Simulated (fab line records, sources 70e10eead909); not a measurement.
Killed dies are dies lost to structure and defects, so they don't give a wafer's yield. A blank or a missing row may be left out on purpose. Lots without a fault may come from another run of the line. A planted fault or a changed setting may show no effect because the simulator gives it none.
fab line records | flow nand_harc
record lots=6 wafers=18 last_day=34
route steps=1302 shown A_CHANNEL_FILL_D2@613 END@1302
lots that met no fault: from a run of the same line without faults
start_h: hours from the record's first day to the start of the lot's first wafer shown | wait_h: hours since the lot's step before | " the same as in the row above | L1.1+2: a row that stands for several wafers | - no value, or no start given | * or withheld: withheld | < > ~ a bound
route shown NAME@n: a module of which the file shows steps, and the number in the route of the first | usual: mean/standard deviation of fault-free wafers | same: alike in all rows | chamber/n: place in a boat | sites: the reading at each site | _std_site: their standard deviation | _edge_site: outer sites' mean less inner sites' | radius_mm: how far each site lies from the wafer's centre | mask NAME#n: copy n | behind: the tool/chamber that last shaped the wafer | hold: why the lot was held/for how many hours/how that ended | device: the transistor (n, p or np) that didn't switch | end of line: the same wafers' tests at the end of the route | a step without rows: its recipe alone | killed: dies lost to structure and defects at the first sort, not the wafer's yield | map: a wafer's dies, x killed, . not, _ none there
set.NAME: the setting as run; set.NAME@STEP: as run at that earlier step | model.NAME: the simulator's own value behind a step, which no gauge read
lots at some steps of the route; a table a step, a row a wafer
services: from which hour (start_h, from the record's first day; less than 0 if before it) a tool's chamber was out of use, for how many hours, and why
## steps
# step NHARC_A_CHANNEL_FILL_D2_ALD_03
# recipe target_thk_a=60 pulse_time_s=60 ald_cycles=58 temp_c=630 pressure_torr=2 material=SiNx
# usual precursor_pulse_height_rel=0.998/0.018
# columns lot.wafer tool chamber start_h wait_h precursor_pulse_height_rel
L437.3 ald_sin_batch-01 0 - - 0.993
L437.4 " 0 " " 1.003
L437.6 " 0 " " 0.988
L438.1 ald_sin_batch-03 0 - - 0.995
L438.4 " 0 " " 1.002
L438.6 " 0 " " 1.023
L446.1 ald_sin_batch-03 0 - - 0.994
L446.2 " 0 " " 0.972
L446.4 " 0 " " 1.011
L450.1 ald_sin_batch-01 0 - - 0.999
L450.2 " 0 " " 0.956
L450.3 " 0 " " 1.016
L451.1 ald_sin_batch-01 0 - - 0.992
L451.2 " 0 " " 1.001
L451.4 " 0 " " 1.007
L459.1 ald_sin_batch-03 0 - - 0.972
L459.3 " 0 " " 0.989
L459.5 " 0 " " 0.994
# step NHARC_A_CHANNEL_FILL_D2_ALD_14
# recipe target_thk_a=25 pulse_time_s=10 ald_cycles=25 temp_c=300 material=SiO2
# usual heater_power_w=449/37 precursor_pulse_height_rel=1.000/0.02
# columns lot.wafer tool chamber start_h wait_h heater_power_w precursor_pulse_height_rel
L437.3 ald_hk-03 0 331.20 0.1 492 1.003
L437.4 " 1 " " 402 0.994
L437.6 " 0 " " 490 0.974
L438.4 ald_hk-02 2 334.79 0.3 474 1.007
L438.1 " 3 " " 505 1.018
L438.6 " 1 " " 447 0.981
L446.4 ald_hk-01 2 401.29 0.9 442 0.988
L446.1 " 0 " " 393 0.981
L446.2 " 1 " " 473 1.007
L450.2 ald_hk-02 2 450.04 0.0 496 1.018
L450.1 " 3 " " 462 0.994
L450.3 " 0 " " 433 0.978
L451.1 ald_hk-01 3 450.05 0.0 393 0.991
L451.4 " 0 " " 400 1.041
L451.2 " 2 " " 427 1.013
L459.3 ald_hk-03 1 545.42 0.0 375 0.989
L459.1 " 0 " " 496 1.024
L459.5 " 1 " " 382 0.977
# step NHARC_A_CHANNEL_FILL_D2_ALD_15
# recipe target_thk_a=20 pulse_time_s=60 ald_cycles=19 temp_c=630 pressure_torr=2 material=SiNx
# step NHARC_A_CHANNEL_FILL_D2_ALD_16
# recipe target_thk_a=15 pulse_time_s=10 ald_cycles=15 temp_c=300 material=SiO2
# usual heater_power_w=449/35 precursor_pulse_height_rel=1.001/0.019
# columns lot.wafer tool chamber start_h wait_h heater_power_w precursor_pulse_height_rel
L437.4 ald_hk-03 3 336.36 0.1 449 0.982
L437.3 " 0 " " 488 1.000
L437.6 " 3 " " 451 1.024
L438.1 ald_hk-02 1 339.86 0.2 453 0.963
L438.4 " 3 " " 505 0.994
L438.6 " 2 " " 473 0.993
L446.1 ald_hk-02 1 406.47 0.0 445 1.014
L446.2 " 2 " " 472 1.007
L446.4 " 0 " " 421 1.029
L450.1 ald_hk-03 1 455.23 0.1 384 0.993
L450.3 " 2 " " 477 0.995
L450.2 " 3 " " 440 1.014
L451.2 ald_hk-03 3 455.39 0.2 442 1.035
L451.4 " 0 " " 479 1.016
L451.1 " 1 " " 383 1.005
L459.3 ald_hk-03 2 550.73 0.1 459 1.007
L459.1 " 3 " " 445 0.979
L459.5 " 2 " " 485 0.992
# step NHARC_A_CHANNEL_FILL_D2_ANNEAL_17
# recipe temp_c=850 time_s=1800
# step NHARC_A_CHANNEL_FILL_D2_CVD_18
# recipe target_thk_a=30 temp_c=550 material=poly-Si
# step NHARC_A_CHANNEL_FILL_D2_ETCHBACK_19
# recipe target_depth_a=50 time_s=1.7 hbr_flow_sccm=150 cl2_flow_sccm=50 rf_w=400 icp_w=400 bias_w=100 chemistry=HBr/Cl2
# step NHARC_A_CHANNEL_FILL_D2_ETCHBACK_20
# recipe target_depth_a=270 time_s=13.5 c4f8_flow_sccm=withheld o2_flow_sccm=8 ar_flow_sccm=withheld rf_w=600 bias_w=1500 chemistry=C4F8/O2/Ar
# usual oes_product_au=0.991/0.027 rf_vpp_V=981/6.5
# columns lot.wafer tool chamber start_h wait_h oes_product_au rf_hours_counter_h rf_vpp_V
L437.4 rie_diel-07 1 347.90 - 0.996 1 980
L437.3 " 2 " " 1.020 1 987
L437.6 " 0 " " 1.015 - 985
L438.4 rie_diel-05 2 351.74 - 0.983 20 970
L438.1 " 0 " " 0.988 25 967
L438.6 " 2 " " 0.996 - 968
L446.2 rie_diel-05 0 418.73 - 0.995 0 989
L446.4 " 1 " " 1.008 0 989
L446.1 " 2 " " 0.987 0 969
L451.2 rie_diel-12 0 467.07 - 0.997 1 972
L451.4 " 2 " " 1.014 1 981
L451.1 " 3 " " 1.002 1 980
L450.3 rie_diel-07 2 467.08 - 0.998 5 987
L450.1 " 3 " " 1.018 5 990
L450.2 " 1 " " 0.999 4 981
L459.3 rie_diel-12 0 562.60 - 0.978 3 972
L459.1 " 2 " " 1.003 3 980
L459.5 " 3 " " 1.008 - 981
# step NHARC_A_CHANNEL_FILL_D2_STRIP_28
# recipe time_s=20 o2_flow_sccm=500 ar_flow_sccm=0 bias_w=0 chemistry=O2
# usual drypump_motor_current_A=5.5/0.32 oes_product_au=1.002/0.014 rf_vpp_V=57.9/0.78 showerhead_plenum_p_Torr=3.60/0.15 throttle_valve_pct=17.037/0.0086
# columns lot.wafer tool chamber start_h wait_h drypump_motor_current_A oes_product_au rf_hours_counter_h rf_vpp_V showerhead_plenum_p_Torr throttle_valve_pct
L437.3 rie_diel-07 0 347.98 0.1 5.4 1.023 1 58.4 3.67 17.044
L437.4 " 1 " " 5.2 0.991 1 58.4 3.61 17.038
L437.6 " 1 " " 5.2 0.989 - 58.5 3.61 17.045
L438.4 rie_diel-05 2 351.95 0.2 5.1 0.986 20 57.6 3.32 17.034
L438.1 " 3 " " 5.4 1.015 21 58.2 3.46 17.028
L438.6 " 2 " " 5.1 0.987 - 58.4 3.32 17.035
L446.1 rie_diel-05 3 418.82 0.1 5.4 1.001 0 57.5 3.46 17.038
L446.4 " 1 " " 6.2 1.014 0 57.5 3.81 17.041
L446.2 " 2 " " 5.2 0.994 0 57.6 3.32 17.033
L451.2 rie_diel-12 1 467.16 0.1 5.7 0.996 1 57.9 3.70 17.036
L451.1 " 2 " " 5.9 1.016 1 57.0 3.59 17.037
L451.4 " 0 " " 5.0 0.991 1 56.3 3.36 17.038
L450.2 rie_diel-07 2 467.19 0.1 5.3 1.007 5 57.2 3.75 17.028
L450.3 " 3 " " 5.5 1.012 5 58.6 3.78 17.048
L450.1 " 1 " " 5.1 0.996 4 58.2 3.61 17.042
L459.3 rie_diel-12 2 562.69 0.1 5.9 1.004 3 57.2 3.59 17.041
L459.1 " 0 " " 5.0 0.981 3 57.0 3.36 17.027
L459.5 " 2 " " 5.9 1.007 - 57.0 3.59 17.030
# step NHARC_A_CHANNEL_FILL_D2_PRECLEAN_21
# recipe time_s=30 chemistry=dHF
# step NHARC_A_CHANNEL_FILL_D2_SRD_23
# step NHARC_A_CHANNEL_FILL_D2_CVD_05
# recipe target_thk_a=50 temp_c=550 material=poly-Si
# step NHARC_A_CHANNEL_FILL_D2_ANNEAL_22
# recipe temp_c=620 time_s=7200
# usual spike_tc_centre_C=620.8/0.97 spike_tc_lower_C=620.7/1 spike_tc_top_C=637.9/2.9 spike_tc_upper_C=620.5/1.1 tube_center_temp_C=620/0.056 tube_center_temp_C_max=621.60/0.27 zone_power_centre_pct=8.6/0.52 zone_power_upper_pct=9.4/0.52
# columns lot.wafer tool chamber start_h wait_h spike_tc_centre_C spike_tc_lower_C spike_tc_top_C spike_tc_upper_C tube_center_temp_C tube_center_temp_C_max zone_power_centre_pct zone_power_upper_pct
L437.3 furnace-02 0 355.81 3.5 620.9 620.1 639.3 619.7 619.97 621.21 8.3 9.0
L437.4 " 0 " " 620.4 620.5 639.5 621.9 619.96 621.48 8.3 8.9
L437.6 " 0 " " 620.9 620.2 640.8 619.3 620.03 621.97 8.3 9.1
L438.1 furnace-08 0 359.62 3.4 622.7 620.7 637.7 620.3 619.94 621.70 9.2 9.7
L438.4 " 0 " " 620.2 621.3 638.4 620.0 619.93 621.64 9.2 9.8
L438.6 " 0 " " 620.4 619.4 635.8 620.6 619.88 621.53 9.3 9.7
L446.1 furnace-02 0 428.59 5.4 621.8 620.9 638.4 620.2 620.01 621.81 8.3 8.9
L446.2 " 0 " " 621.3 621.2 639.7 619.4 619.97 622.19 8.3 9.0
L446.4 " 0 " " 621.2 619.8 640.4 621.2 619.99 621.63 8.1 9.0
L450.1 furnace-02 0 475.32 3.9 607.8 608.0 627.7 607.4 606.58 608.99 8.0 8.5
L450.2 " 0 " " 606.2 607.2 624.8 606.6 606.56 608.12 8.1 8.6
L450.3 " 0 " " 607.0 607.6 627.6 606.3 606.56 607.91 7.9 8.8
L451.1 furnace-02 0 475.32 3.9 607.3 607.7 627.0 609.3 606.59 607.99 8.0 8.5
L451.2 " 0 " " 606.8 606.0 625.9 607.3 606.63 607.91 7.9 8.6
L451.4 " 0 " " 607.8 607.6 625.3 607.2 606.57 608.09 7.9 8.7
L459.1 furnace-03 0 569.94 2.9 620.8 621.7 632.3 621.9 619.86 621.30 8.1 10.4
L459.3 " 0 " " 621.2 620.8 634.3 620.8 619.93 622.20 8.0 10.3
L459.5 " 0 " " 621.0 621.9 632.7 621.2 619.91 621.63 7.9 10.4
# step NHARC_END_SORT_01
# recipe temp_c=25
# usual killed_at_array=54/17 killed_at_other=0.7/1 killed_at_periphery=3.7/2.9 killed_dies=58/16 killed_open=3.2/1.9 killed_short=2.2/1.5
# same gross_dies=677
# columns lot.wafer tool chamber start_h wait_h killed_at_array killed_at_other killed_at_periphery killed_dies killed_open killed_short
L437.3 prober-01 0 574.75 3.1 47 1 11 59 2 1
L437.4 prober-01 0 575.55 3.4 46 0 10 56 0 2
L437.6 prober-01 0 577.14 4.0 52 1 10 63 2 3
L438.1 prober-01 0 587.97 2.5 47 1 2 50 4 2
L438.4 prober-01 0 590.34 3.4 53 1 1 55 4 0
L438.6 prober-01 0 591.92 4.0 47 1 3 51 2 1
L446.2 prober-02 0 654.13 2.8 73 2 0 75 4 1
L446.4 prober-02 0 655.71 3.4 67 3 5 75 4 2
L450.1 prober-01 0 706.24 2.5 48 0 2 50 1 0
L450.2 prober-01 0 707.02 2.8 42 0 6 48 3 5
L450.3 prober-01 0 707.81 3.0 34 0 7 41 3 0
# killed by level:class
L437.3 A_CHANNEL_HOLE_D1:chamber_film_flake=31 A_CHANNEL_HOLE_D2:chamber_film_flake=11 P_CONTACT:chamber_film_flake=9 A_STAIRCASE:chamber_film_flake=3 P_STI:chamber_film_flake=2 A_WL_FILL:geometric_particle:short=1 A_M0:geometric_particle:open=1 STARTING-WAFER:geometric_particle:open=1
L437.4 A_CHANNEL_HOLE_D1:chamber_film_flake=32 P_CONTACT:chamber_film_flake=7 A_CHANNEL_HOLE_D2:chamber_film_flake=6 P_STI:chamber_film_flake=2 A_ZERO_WELL:chamber_film_flake=2 A_CONTACT:chamber_film_flake=2 A_ONON_D1:geometric_particle:short=1 A_WL_FILL:geometric_particle:short=1
L437.6 A_CHANNEL_HOLE_D1:chamber_film_flake=36 P_CONTACT:chamber_film_flake=6 A_CONTACT:chamber_film_flake=4 A_CHANNEL_HOLE_D2:chamber_film_flake=3 P_STI:chamber_film_flake=2 A_ZERO_WELL:chamber_film_flake=2 A_CHANNEL_FILL_D2:chamber_film_flake=2 P_CONTACT:geometric_particle:short=1
L438.1 A_CHANNEL_HOLE_D1:chamber_film_flake=28 A_CHANNEL_HOLE_D2:chamber_film_flake=8 A_CONTACT:chamber_film_flake=3 P_CONTACT:geometric_particle:open=1 P_M0:geometric_particle:short=1 A_CHANNEL_FILL_D1:geometric_particle:short=1 A_CHANNEL_FILL_D1:geometric_particle:open=1 A_SLIT:geometric_particle:open=1
L438.4 A_CHANNEL_HOLE_D1:chamber_film_flake=37 A_CHANNEL_HOLE_D2:chamber_film_flake=4 A_CONTACT:chamber_film_flake=3 A_M1:chamber_film_flake=3 A_CHANNEL_HOLE_D2:geometric_particle:open=2 A_DECK1_JOINT:geometric_particle:open=1 A_CHANNEL_FILL_D2:geometric_particle:open=1 P_STI:chamber_film_flake=1
L438.6 A_CHANNEL_HOLE_D1:chamber_film_flake=30 A_CONTACT:chamber_film_flake=7 A_CHANNEL_HOLE_D2:chamber_film_flake=6 P_M0:geometric_particle:open=1 A_DECK1_JOINT:geometric_particle:open=1 A_M1:geometric_particle:short=1 P_STI:chamber_film_flake=1 P_M0:chamber_film_flake=1
L446.2 A_CHANNEL_HOLE_D1:chamber_film_flake=36 A_CHANNEL_HOLE_D2:chamber_film_flake=17 A_CONTACT:chamber_film_flake=4 A_CHANNEL_FILL_D2:chamber_film_flake=3 A_ZERO_WELL:chamber_film_flake=2 A_BLC:chamber_film_flake=2 A_STAIRCASE:chamber_film_flake=2 A_M1:geometric_particle:open=1
L446.4 A_CHANNEL_HOLE_D1:chamber_film_flake=37 A_CHANNEL_FILL_D2:chamber_film_flake=6 A_CHANNEL_HOLE_D2:chamber_film_flake=6 A_BLC:chamber_film_flake=5 A_CONTACT:chamber_film_flake=4 A_STAIRCASE:chamber_film_flake=3 THIN_TSV:chamber_film_flake=3 P_ZERO_WELL:chamber_film_flake=2
L450.1 A_CHANNEL_HOLE_D2:chamber_film_flake=14 A_CHANNEL_HOLE_D1:chamber_film_flake=12 A_CONTACT:chamber_film_flake=10 A_CHANNEL_FILL_D2:chamber_film_flake=3 A_SLIT:chamber_film_flake=3 A_STAIRCASE:chamber_film_flake=2 P_M0:geometric_particle:open=1 P_ZERO_WELL:chamber_film_flake=1
L450.2 A_CHANNEL_HOLE_D2:chamber_film_flake=17 A_CHANNEL_HOLE_D1:chamber_film_flake=7 P_BONDPAD:chamber_film_flake=4 A_CONTACT:chamber_film_flake=3 A_BLC:geometric_particle:open=2 A_CHANNEL_FILL_D1:chamber_film_flake=2 A_DECK1_JOINT:chamber_film_flake=2 A_BONDPAD:chamber_film_flake=2
L450.3 A_CHANNEL_HOLE_D2:chamber_film_flake=19 A_CHANNEL_HOLE_D1:chamber_film_flake=6 A_SLIT:chamber_film_flake=4 P_BONDPAD:chamber_film_flake=3 P_GATE:geometric_particle:open=1 P_CONTACT:geometric_particle:open=1 A_DECK1_JOINT:geometric_particle:open=1 P_GATE:chamber_film_flake=1
## services
# columns tool chamber start_h hours kind
rie_diel-05 3 327.57 7.9 repair
ald_hk-02 - 350.17 10.0 pm
rie_diel-05 0 370.86 9.5 repair
rie_diel-07 - 374.61 1.8 repair
rie_diel-05 1 387.82 4.3 repair
ald_hk-03 0 396.70 10.0 vent_cycle
ald_hk-03 2 396.70 10.0 vent_cycle
ald_hk-03 3 396.70 10.0 vent_cycle
rie_diel-05 - 407.45 9.0 pm
ald_hk-03 - 427.00 0.8 repair
furnace-03 - 437.63 17.7 repair
rie_diel-12 - 445.40 9.0 pm
rie_diel-07 0 464.01 7.4 repair
rie_diel-07 - 471.20 9.0 pm
furnace-08 - 479.97 26.0 pm
ald_sin_batch-01 - 506.00 26.0 pm
rie_diel-12 - 520.04 0.2 repair
rie_diel-05 3 527.51 9.3 repair
rie_diel-05 2 531.77 4.5 repair
furnace-03 - 533.43 15.3 repair
rie_diel-05 2 551.06 3.3 repair
rie_diel-05 0 551.64 4.9 repair
rie_diel-07 0 565.49 7.8 repair
furnace-02 - 569.73 26.0 pm
## key
first_sign step=NHARC_A_CHANNEL_FILL_D2_ANNEAL_22 reading=tube_center_temp_C direction=down sigmas=99+ usual=* struck=*
effect step=NHARC_A_CHANNEL_FILL_D2_ANNEAL_22 reading=tube_center_temp_C_max direction=down sigmas=49 usual=* struck=*
met_at NHARC_A_CHANNEL_FILL_D2_ANNEAL_22
struck_wafers L450.1,L450.2,L450.3,L451.1,L451.2,L451.4
tester_left_out L450,L451
onset_between 428.59 475.32
fault kind=process_parameter_drift tool=furnace-02 chamber=- onset_h=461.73 steps=NHARC_A_CHANNEL_FILL_D2_ANNEAL_22 channel=temp_c offset=* shape=step end_h=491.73 acts_in=* stated=*
# tester_left_out: of these lots the tester's yield and bins aren't shown, on N5 and GAA mostly nor the transistor test; their killed dies are dies lost to structure and defects alone, not to doping, threshold or leakage, so they don't give the yield
